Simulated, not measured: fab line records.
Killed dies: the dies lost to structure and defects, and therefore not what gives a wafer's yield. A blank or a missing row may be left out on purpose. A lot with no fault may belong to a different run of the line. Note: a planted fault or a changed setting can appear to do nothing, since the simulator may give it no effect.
Which tool did it? ; flow nand_harc ; 13 lots with 39 wafers sampled at 6 steps, on a route of 1302 steps

WHAT THE GAUGES SHOWED, per wafer
NHARC_P_START_INSPECT_01.
lot;measured;on;raw_defect_count
L598;day 1 20:02;defect_inspect-01;3 1 3
L602;day 3 12:02;defect_inspect-01;2 2 4
L603;day 3 22:02;defect_inspect-01;2 4 5
L604;day 4 08:02;defect_inspect-01;2 5 5
L605;day 4 18:02;defect_inspect-02;3 8 5
L606;day 5 04:02;defect_inspect-01;5 3 5
L611;day 7 06:02;defect_inspect-01;3 3 4
L612;day 7 16:02;defect_inspect-02;2 4 3
L615;day 8 22:02;defect_inspect-02;0 6 5
L616;day 9 08:02;defect_inspect-01;4 1 1
L618;day 10 04:03;defect_inspect-01;4 1 2
L619;day 10 14:03;defect_inspect-01;1 1 4
L620;day 11 00:02;defect_inspect-01;6 1 4

NHARC_P_ZERO_WELL_CD_MEAS_37: target cd 720 nm.
lot;measured;on;cd_nm (nm)
L598;day 2 00:01;cd_sem-01;718.3 718.1 722.0
L602;day 3 16:01;cd_sem-02;718.6 718.8 718.7
L603;day 4 02:14;cd_sem-03;722.8 722.0 719.5
L604;day 4 12:02;cd_sem-01;719.8 719.3 719.8
L605;day 4 22:34;cd_sem-02;717.0 718.7 717.2
L606;day 5 08:22;cd_sem-03;718.9 721.5 720.8
L611;day 7 09:58;cd_sem-03;718.3 719.7 728.3
L612;day 7 20:01;cd_sem-03;721.5 722.8 729.5
L615;day 9 02:07;cd_sem-01;720.5 719.6 720.0
L616;day 9 12:13;cd_sem-03;721.4 723.1 721.0
L618;day 10 08:01;cd_sem-03;723.5 721.9 721.5
L619;day 10 18:08;cd_sem-01;721.3 723.9 722.7
L620;day 11 03:58;cd_sem-03;719.5 720.6 718.8

NHARC_P_STI_OVL_MEAS_10.
lot;measured;on;overlay_x_nm (nm);overlay_y_nm (nm)
L598;day 2 18:30;overlay-02;4 5 4;-5 -5 -5
L602;day 4 11:09;overlay-01;-7 -7 -7;-1 -1 -1
L603;day 4 23:26;overlay-02;1 1 1;2 3 3
L604;day 5 06:58;overlay-02;-5 -5 -5;-6 -6 -6
L605;day 5 18:27;overlay-01;0 0 0;-8 -8 -8
L606;day 6 04:44;overlay-02;1 2 2;5 4 5
L611;day 8 07:04;overlay-02;7 7 7;10 10 11
L612;day 8 14:48;overlay-01;-4 -4 -5;-7 -7 -7
L615;day 9 22:13;overlay-02;-4 -4 -4;7 6 6
L616;day 10 10:19;overlay-01;7 8 8;-3 -3 -3
L618;day 10 23:43;overlay-01;3 3 4;-6 -7 -6
L619;day 11 14:29;overlay-02;1 2 1;12 13 13
L620;day 12 00:09;overlay-01;2 1 1;6 6 6

NHARC_END_SORT_01.
lot;measured;on;killed_at_array;killed_at_other;killed_at_periphery;killed_dies;killed_open;killed_short
L606;day 27 21:34;prober-01;73 87 72;0 0 5;3 2 2;76 89 79;4 2 5;1 4 0
L611;day 29 22:08;prober-01;70 68 48;8 1 3;9 2 1;87 71 52;4 1 3;2 0 1

TOOL THAT RAN EACH LOT (tool first, then ch and the chambers of the sampled wafers, then the start)
lot;NHARC_P_ZERO_WELL_EXPOSE_34;NHARC_P_ZERO_WELL_DESCUM_39
L598;krf_scanner-03 ch 0, day 1 23:52;rie_diel-07 ch 0,2,3, day 2 00:10
L602;krf_scanner-01 ch 0, day 3 15:52;rie_diel-07 ch 1,2, day 3 16:10
L603;krf_scanner-01 ch 0, day 4 02:05;rie_diel-04 ch 0,3, day 4 02:24
L604;krf_scanner-01 ch 0, day 4 11:53;rie_diel-04 ch 1,2,3, day 4 12:11
L605;krf_scanner-04 ch 0, day 4 22:25;rie_diel-07 ch 0,1,3, day 4 22:44
L606;krf_scanner-04 ch 0, day 5 08:13;rie_diel-04 ch 0,1,3, day 5 08:31
L611;krf_scanner-04 ch 0, day 7 09:49;rie_diel-01 ch 0,3, day 7 10:07
L612;krf_scanner-04 ch 0, day 7 19:52;rie_diel-01 ch 0,2,3, day 7 20:13
L615;krf_scanner-01 ch 0, day 9 01:57;rie_diel-01 ch 0,2,3, day 9 02:17
L616;krf_scanner-03 ch 0, day 9 12:04;rie_diel-07 ch 1,2,3, day 9 12:22
L618;krf_scanner-03 ch 0, day 10 07:52;rie_diel-04 ch 0,1,2, day 10 08:12
L619;krf_scanner-03 ch 0, day 10 17:59;rie_diel-04 ch 0,2,3, day 10 18:17
L620;krf_scanner-03 ch 0, day 11 03:49;rie_diel-04 ch 2,3, day 11 04:08
- NHARC_P_ZERO_WELL_EXPOSE_34: exposes mask P PWELL, target cd 720 nm.
- NHARC_P_ZERO_WELL_DESCUM_39: chemistry O2, time 3 s.

WHAT THE TOOLS THEMSELVES READ (means of the sampled wafers that have a number; where no wafer has one, the mark that the record gives instead)
NHARC_P_ZERO_WELL_DESCUM_39.
lot;tool;drypump_motor_current_A (A);mfc_ar_sccm (sccm);oes_product_au (a.u.);rf_vpp_V (V);showerhead_plenum_p_Torr (Torr);throttle_valve_pct (%)
L598;rie_diel-07;5.2;0.010;0.997;58.7;1.89;11.324
L602;rie_diel-07;5.6;0.013;0.999;57.6;1.80;11.311
L603;rie_diel-04;5.7;0.012;0.999;58.1;2.04;11.322
L604;rie_diel-04;5.6;0.014;0.992;58.6;2.00;11.305
L605;rie_diel-07;5.5;0.015;0.999;57.9;1.85;11.319
L606;rie_diel-04;5.6;0.007;0.997;57.7;2.03;11.313
L611;rie_diel-01;5.9;0.007;1.022;57.0;1.90;11.309
L612;rie_diel-01;5.9;0.003;1.013;58.1;1.92;11.314
L615;rie_diel-01;5.9;0.003;1.005;58.0;1.91;11.306
L616;rie_diel-07;5.5;0.016;1.002;58.6;2.00;11.317
L618;rie_diel-04;5.7;0.018;0.986;58.5;2.02;11.315
L619;rie_diel-04;5.7;0.019;0.998;58.5;1.99;11.299
L620;rie_diel-04;5.7;0.026;0.997;57.4;1.96;11.308

THE ANSWER, worked out from the rows above alone
Rule: the usual values come from the lots themselves. The widest of any qualifying gaps counts: lots, ordered by their means at a reading, are off when they make up no more than a third of the lots, leave a main group of 4 or more, and stand apart from it by 3 or more times the standard deviation of that group's means. If all means in a main group match to the digits the tables above print for the reading, that group is not used. A lot without any number at a reading at which 4 lots or more have one is off too. Any other lot the step has rows for is counted as sound. The gauges are gone through in route order, then the tools' own readings, and for those a lot's mean is taken as printed above. The first step at which some lot is off is used, and at that step the reading that is off furthest; a lot without a number counts as furthest.
Nothing can be told from this: no lot is off at any reading shown.

WHAT THE SIMULATOR HAD INSERTED
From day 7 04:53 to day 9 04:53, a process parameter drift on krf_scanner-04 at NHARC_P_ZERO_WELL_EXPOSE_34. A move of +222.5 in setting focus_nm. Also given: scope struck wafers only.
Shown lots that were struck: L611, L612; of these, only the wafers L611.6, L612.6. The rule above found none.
